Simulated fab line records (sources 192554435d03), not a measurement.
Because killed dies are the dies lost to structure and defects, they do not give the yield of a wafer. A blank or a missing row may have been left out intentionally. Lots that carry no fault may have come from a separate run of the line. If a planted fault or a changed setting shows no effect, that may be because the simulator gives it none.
fab line records -- flow n5-finfet
record: lots: 11, wafers: 33, last-day: 17
route steps=1938 shown BEOL_M10@1471 PASSIVATION@1936
lots untouched by any fault: they come from a run of this same line in which no faults occurred
start-h: the number of hours between the record's first day and the start of the first shown wafer of the lot -- wait-h: hours from the lot's prior step to this one -- " repeats the value in the row above -- L1.1+2: several wafers, shown together as one row -- - no value, or no start given -- * or withheld: withheld -- < > ~ a bound
route shown NAME@n: names a module that has steps shown in the file, with the first one's number in the route -- usual: the fault-free wafers' mean and standard deviation -- same: alike in all rows -- chamber/n: place in a boat -- sites: per-site readings -- _std_site: standard deviation of those values -- _edge_site: outer sites' mean less inner sites' -- radius-mm: for every site, how far away it sits from the centre of the wafer -- mask NAME#n: copy n -- behind: the most recent tool/chamber to have shaped the wafer -- hold: why the lot was held/for how many hours/how that ended -- device: transistor that didn't switch, given as n, p or np -- end of line: the route-end tests of the same wafers -- a step given without rows: its recipe and nothing more -- killed: at the first sort, the dies lost to defects and structure; wafer yield is something else -- map: the dies of a wafer, with x for killed, . for not killed, _ for no die there
set.NAME: the setting that was run; set.NAME@STEP: the one run at that earlier step -- model.NAME: the simulator's own value behind a step, which no gauge read
the route's steps for a sample of lots (tables are steps, rows are wafers)
services: a tool's chamber out of use, with start hour (start-h, from the record's first day; less than 0 if before it), hours out, and reason
== steps ==
step: N5_BEOL_M10_CURE_71
recipe: temp-c: 385, time-s: 240, ambient: He/Ar, material: SiCOH_lowk
usual: lamp-power-pct: 52.30/0.048, wafer_temp_C_max: 386.5/0.67
lot.wafer,tool,chamber,start-h,wait-h,lamp-power-pct,wafer_temp_C_max
L238.1,uv-cure-02,2,232.24,0.2,52.29,386.5
L238.3,uv-cure-02,2,232.24,0.2,52.36,387.8
L238.4,uv-cure-02,2,232.24,0.2,52.31,386.4
L240.1,uv-cure-03,1,248.62,0.0,52.35,385.4
L240.4,uv-cure-03,1,248.62,0.0,52.33,385.9
L240.5,uv-cure-03,1,248.62,0.0,52.38,385.6
L243.1,uv-cure-03,1,263.16,0.0,52.36,386.5
L243.2,uv-cure-03,1,263.16,0.0,52.21,386.6
L243.5,uv-cure-03,1,263.16,0.0,52.32,386.4
L245.4,uv-cure-01,1,282.10,0.3,52.39,385.8
L245.5,uv-cure-01,1,282.10,0.3,52.39,385.6
L245.6,uv-cure-01,1,282.10,0.3,52.22,386.2
L248.1,uv-cure-01,0,291.83,0.0,52.33,387.7
L248.2,uv-cure-01,0,291.83,0.0,52.21,387.5
L248.3,uv-cure-01,0,291.83,0.0,52.24,387.6
L250.1,uv-cure-01,0,300.31,0.7,52.21,388.1
L250.4,uv-cure-01,0,300.31,0.7,52.20,387.9
L250.6,uv-cure-01,0,300.31,0.7,52.38,388.7
L249.1,uv-cure-03,1,300.69,0.0,52.29,386.2
L249.2,uv-cure-03,1,300.69,0.0,52.27,386.4
L249.6,uv-cure-03,1,300.69,0.0,52.34,386.6
L253.2,uv-cure-01,0,327.21,0.2,52.23,387.8
L253.4,uv-cure-01,0,327.21,0.2,52.31,387.2
L253.6,uv-cure-01,0,327.21,0.2,52.32,387.6
L255.1,uv-cure-02,2,333.45,0.0,52.30,386.7
L255.4,uv-cure-02,2,333.45,0.0,52.36,386.3
L255.6,uv-cure-02,2,333.45,0.0,52.22,387.0
L256.1,uv-cure-02,0,337.83,0.0,52.30,385.6
L256.3,uv-cure-02,0,337.83,0.0,52.32,385.5
L256.4,uv-cure-02,0,337.83,0.0,52.34,385.2
L258.3,uv-cure-01,0,351.65,0.2,52.27,387.7
L258.4,uv-cure-01,0,351.65,0.2,52.28,387.1
L258.5,uv-cure-01,0,351.65,0.2,52.25,387.6
step: N5_BEOL_M10_THK_MEAS_01
recipe: reads: SiCOH_lowk_of_BEOL_M10_ILD_DEP_00
usual: M10_ILD_THK: 268/3.1
lot.wafer,tool,chamber,start-h,wait-h,M10_ILD_THK[nm]
L238.1,film-metro-01,-,232.75,0.4,269
L238.3,film-metro-01,-,232.75,0.4,269
L238.4,film-metro-01,-,232.75,0.4,277
L240.1,film-metro-01,-,249.13,0.4,267
L240.4,film-metro-01,-,249.13,0.4,270
L240.5,film-metro-01,-,249.13,0.4,270
L243.1,film-metro-02,-,263.67,0.4,267
L243.2,film-metro-02,-,263.67,0.4,265
L243.5,film-metro-02,-,263.67,0.4,269
L245.4,film-metro-02,-,282.37,0.2,270
L245.5,film-metro-02,-,282.37,0.2,271
L245.6,film-metro-02,-,282.37,0.2,270
L248.1,film-metro-02,-,292.34,0.4,263
L248.2,film-metro-02,-,292.34,0.4,260
L248.3,film-metro-02,-,292.34,0.4,259
L250.1,film-metro-02,-,300.82,0.4,264
L250.4,film-metro-02,-,300.82,0.4,268
L250.6,film-metro-02,-,300.82,0.4,269
L249.1,film-metro-01,-,301.68,0.8,264
L249.2,film-metro-01,-,301.68,0.8,264
L249.6,film-metro-01,-,301.68,0.8,269
L253.2,film-metro-02,-,327.64,0.4,268
L253.4,film-metro-02,-,327.64,0.4,269
L253.6,film-metro-02,-,327.64,0.4,271
L255.1,film-metro-01,-,334.44,0.8,271
L255.4,film-metro-01,-,334.44,0.8,274
L255.6,film-metro-01,-,334.44,0.8,272
L256.1,film-metro-02,-,338.82,0.8,269
L256.3,film-metro-02,-,338.82,0.8,266
L256.4,film-metro-02,-,338.82,0.8,269
L258.3,film-metro-01,-,352.00,0.3,267
L258.4,film-metro-01,-,352.00,0.3,269
L258.5,film-metro-01,-,352.00,0.3,271
step: N5_BEOL_M10_CD_MEAS_11
recipe: target-cd-nm: 64.1, landing-energy-ev: 500, detector: se-inlens, polarity: opening
usual: cd-nm: 64.0/0.45
lot.wafer,tool,chamber,start-h,wait-h,cd-nm
L238.1,cd-sem-03,0,234.35,-,63.8
L238.3,cd-sem-03,0,234.35,-,63.7
L238.4,cd-sem-03,0,234.35,-,63.9
L240.1,cd-sem-02,0,251.71,-,64.1
L240.4,cd-sem-02,0,251.71,-,63.5
L240.5,cd-sem-02,0,251.71,-,63.6
L243.1,cd-sem-01,0,265.32,-,63.9
L243.2,cd-sem-01,0,265.32,-,64.3
L243.5,cd-sem-01,0,265.32,-,64.1
L245.4,cd-sem-03,0,283.33,-,63.7
L245.5,cd-sem-03,0,283.33,-,64.7
L245.6,cd-sem-03,0,283.33,-,64.0
L248.1,cd-sem-01,0,293.32,-,63.3
L248.2,cd-sem-01,0,293.32,-,64.6
L248.3,cd-sem-01,0,293.32,-,63.6
L250.1,cd-sem-02,0,303.70,-,63.9
L250.4,cd-sem-02,0,303.70,-,64.3
L250.6,cd-sem-02,0,303.70,-,64.3
L249.1,cd-sem-03,0,303.86,-,63.9
L249.2,cd-sem-03,0,303.86,-,64.9
L249.6,cd-sem-03,0,303.86,-,64.2
L253.2,cd-sem-01,0,329.42,-,64.6
L253.4,cd-sem-01,0,329.42,-,64.5
L253.6,cd-sem-01,0,329.42,-,64.2
L255.1,cd-sem-03,0,337.03,-,63.4
L255.4,cd-sem-03,0,337.03,-,64.0
L255.6,cd-sem-03,0,337.03,-,63.5
L256.1,cd-sem-03,0,340.35,-,64.6
L256.3,cd-sem-03,0,340.35,-,64.1
L256.4,cd-sem-03,0,340.35,-,64.8
L258.3,cd-sem-02,0,354.36,-,64.4
L258.4,cd-sem-02,0,354.36,-,64.1
L258.5,cd-sem-02,0,354.36,-,64.0
step: N5_BEOL_M10_EXPOSE_25
recipe: mask-id: V9, na: 1.35, source-shape: annular, sigma-inner: 0.5, sigma-outer: 0.8, polarization: unpolarized, dose-mj: 85.5
usual: exposure-dose-mJ-cm2: 85.44/0.096
lot.wafer,tool,chamber,start-h,wait-h,mask,exposure-dose-mJ-cm2
L238.1,arfi-scanner-02,0,235.99,-,V9#0,85.41
L238.3,arfi-scanner-02,0,235.99,-,V9#0,85.50
L238.4,arfi-scanner-02,0,235.99,-,V9#0,85.45
L240.1,arfi-scanner-03,0,252.71,-,V9#0,85.38
L240.4,arfi-scanner-03,0,252.71,-,V9#0,85.43
L240.5,arfi-scanner-03,0,252.71,-,V9#0,85.43
L243.1,arfi-scanner-03,0,267.54,-,V9#0,85.43
L243.2,arfi-scanner-03,0,267.54,-,V9#0,85.40
L243.5,arfi-scanner-03,0,267.54,-,V9#0,85.44
L245.4,arfi-scanner-01,0,285.15,-,V9#0,85.58
L245.5,arfi-scanner-01,0,285.15,-,V9#0,85.54
L245.6,arfi-scanner-01,0,285.15,-,V9#0,85.63
L248.1,arfi-scanner-03,0,297.79,-,V9#0,85.45
L248.2,arfi-scanner-03,0,297.79,-,V9#0,85.49
L248.3,arfi-scanner-03,0,297.79,-,V9#0,85.42
L250.1,arfi-scanner-01,0,305.01,-,V9#0,85.58
L250.4,arfi-scanner-01,0,305.01,-,V9#0,85.33
L250.6,arfi-scanner-01,0,305.01,-,V9#0,85.53
L249.1,arfi-scanner-02,0,305.18,-,V9#0,85.54
L249.2,arfi-scanner-02,0,305.18,-,V9#0,85.54
L249.6,arfi-scanner-02,0,305.18,-,V9#0,85.51
L253.2,arfi-scanner-03,0,330.12,-,V9#0,85.26
L253.4,arfi-scanner-03,0,330.12,-,V9#0,85.29
L253.6,arfi-scanner-03,0,330.12,-,V9#0,85.37
L255.1,arfi-scanner-03,0,339.50,-,V9#0,85.38
L255.4,arfi-scanner-03,0,339.50,-,V9#0,85.51
L255.6,arfi-scanner-03,0,339.50,-,V9#0,85.49
L256.1,arfi-scanner-03,0,342.26,-,V9#0,81.33
L256.3,arfi-scanner-03,0,342.26,-,V9#0,81.37
L256.4,arfi-scanner-03,0,342.26,-,V9#0,81.35
L258.3,arfi-scanner-03,0,355.72,-,V9#0,82.19
L258.4,arfi-scanner-03,0,355.72,-,V9#0,82.09
L258.5,arfi-scanner-03,0,355.72,-,V9#0,82.26
step: N5_BEOL_M10_CD_MEAS_28
recipe: target-cd-nm: 70, landing-energy-ev: 500, detector: se-inlens, polarity: opening
usual: cd-nm: 70.0/0.95
lot.wafer,tool,chamber,start-h,wait-h,cd-nm
L238.1,cd-sem-01,0,236.13,-,69.6
L238.3,cd-sem-01,0,236.13,-,69.4
L238.4,cd-sem-01,0,236.13,-,70.7
L240.1,cd-sem-02,0,252.84,-,69.9
L240.4,cd-sem-02,0,252.84,-,69.8
L240.5,cd-sem-02,0,252.84,-,70.1
L243.1,cd-sem-02,0,267.67,-,71.0
L243.2,cd-sem-02,0,267.67,-,72.6
L243.5,cd-sem-02,0,267.67,-,71.9
L245.4,cd-sem-03,0,285.27,-,69.8
L245.5,cd-sem-03,0,285.27,-,70.9
L245.6,cd-sem-03,0,285.27,-,69.6
L248.1,cd-sem-01,0,297.92,-,69.2
L248.2,cd-sem-01,0,297.92,-,70.1
L248.3,cd-sem-01,0,297.92,-,70.8
L250.1,cd-sem-03,0,305.14,-,69.4
L250.4,cd-sem-03,0,305.14,-,70.1
L250.6,cd-sem-03,0,305.14,-,69.4
L249.1,cd-sem-02,0,305.31,-,70.1
L249.2,cd-sem-02,0,305.31,-,70.0
L249.6,cd-sem-02,0,305.31,-,69.1
L253.2,cd-sem-01,0,330.24,-,69.0
L253.4,cd-sem-01,0,330.24,-,69.8
L253.6,cd-sem-01,0,330.24,-,69.3
L255.1,cd-sem-02,0,339.64,-,69.0
L255.4,cd-sem-02,0,339.64,-,69.7
L255.6,cd-sem-02,0,339.64,-,70.1
L256.1,cd-sem-02,0,342.39,-,64.8
L256.3,cd-sem-02,0,342.39,-,65.4
L256.4,cd-sem-02,0,342.39,-,65.4
L258.3,cd-sem-03,0,355.84,-,66.8
L258.4,cd-sem-03,0,355.84,-,66.0
L258.5,cd-sem-03,0,355.84,-,65.9
step: N5_PASSIVATION_PROBE_49
usual: defect-limited-yield: 91.7/1.5, killed_at_M0_to_M3: 30/8.6, killed_at_M4_up: 12/4.5, killed-at-contacts: 13/5.8, killed-at-front-end: 38/11, killed-at-other: 4/3, killed-dies: 97/17, killed-open: 63/12, killed-short: 32/8.8, sort_bin_5_function: 4.8/0.91, sort_bin_6_memory: 3.1/0.68, sort-n-pass: 1083/17, sort-yield-pct: 91.7/1.5
same: gross-dies: 1180, killed-at-back-side: 0, sort_bin_4_leakage[%]: 0, sort_bin_8_speed[%]: 0
lot.wafer,tool,chamber,start-h,wait-h,defect-limited-yield[%],killed_at_M0_to_M3,killed_at_M4_up,killed-at-contacts,killed-at-front-end,killed-at-other,killed-dies,killed-open,killed-short,sort_bin_5_function[%],sort_bin_6_memory[%],sort-n-pass,sort-yield-pct[%]
L256.4,prober-01,-,399.33,0.2,93.6,19,18,21,16,2,76,49,24,3.7,2.6,1104,93.6
killed by level:class
L256.4 MOL_CONTACT_COAG:geometric-particle:open=15 MOL_CONTACT_COAG:geometric-particle:short=6 BEOL_M0_SAQP:geometric-particle:open=6 BEOL_M2:geometric-particle:open=6 BEOL_M4:geometric-particle:open=6 STI_FIN_REVEAL:geometric-particle:open=4 BEOL_M0_SAQP:geometric-particle:short=4 BEOL_M8:geometric-particle:open=4
== services ==
tool,chamber,start-h,hours,kind
arfi-scanner-03,-,211.42,0.8,pm
uv-cure-01,-,216.77,2.1,pm
arfi-scanner-02,-,221.53,1.0,pm
arfi-scanner-01,-,239.68,1.3,pm
arfi-scanner-02,-,243.28,1.3,pm
arfi-scanner-03,-,243.36,1.5,pm
arfi-scanner-02,-,246.06,3.9,pm
arfi-scanner-02,0,264.53,-,calibration
arfi-scanner-03,-,269.57,1.3,pm
arfi-scanner-01,-,273.71,1.0,pm
uv-cure-03,-,274.22,11.7,repair
arfi-scanner-01,-,308.95,0.8,pm
arfi-scanner-03,-,310.54,3.1,pm
arfi-scanner-03,0,316.43,-,calibration
arfi-scanner-03,-,321.41,1.0,pm
arfi-scanner-01,0,325.16,-,calibration
arfi-scanner-01,-,335.46,5.8,repair
arfi-scanner-02,-,342.53,1.3,repair
arfi-scanner-03,-,343.31,1.5,pm
arfi-scanner-03,-,353.07,2.4,repair
uv-cure-03,-,353.56,0.7,repair
== key ==
first-sign: step: N5_BEOL_M10_EXPOSE_25, reading: exposure-dose-mJ-cm2, direction: down, sigmas: 38, usual: 85.44, struck: 81.77
effect: step: N5_BEOL_M10_CD_MEAS_28, reading: cd-nm, direction: down, sigmas: 4.5, usual: 70.0, struck: 65.7, through: control-loop
met-at N5_BEOL_M10_EXPOSE_25
struck-lots L256,L258
loop-trim: step: N5_BEOL_M10_EXPOSE_25, setting: dose, lots: L258
not-acting-at N5_BEOL_M10_CURE_71,N5_BEOL_M10_THK_MEAS_01,N5_BEOL_M10_CD_MEAS_11
onset-between 339.50 342.26
fault: kind: process-parameter-drift, tool: arfi-scanner-03, chamber: -, onset-h: 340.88, steps: N5_BEOL_M10_EXPOSE_25, channel: dose-mj, offset: -3.9246, shape: step, acts-in: these-recipes-only, stated: 85.5
loop-trim: a control loop set the setting to another value than it would have without faults
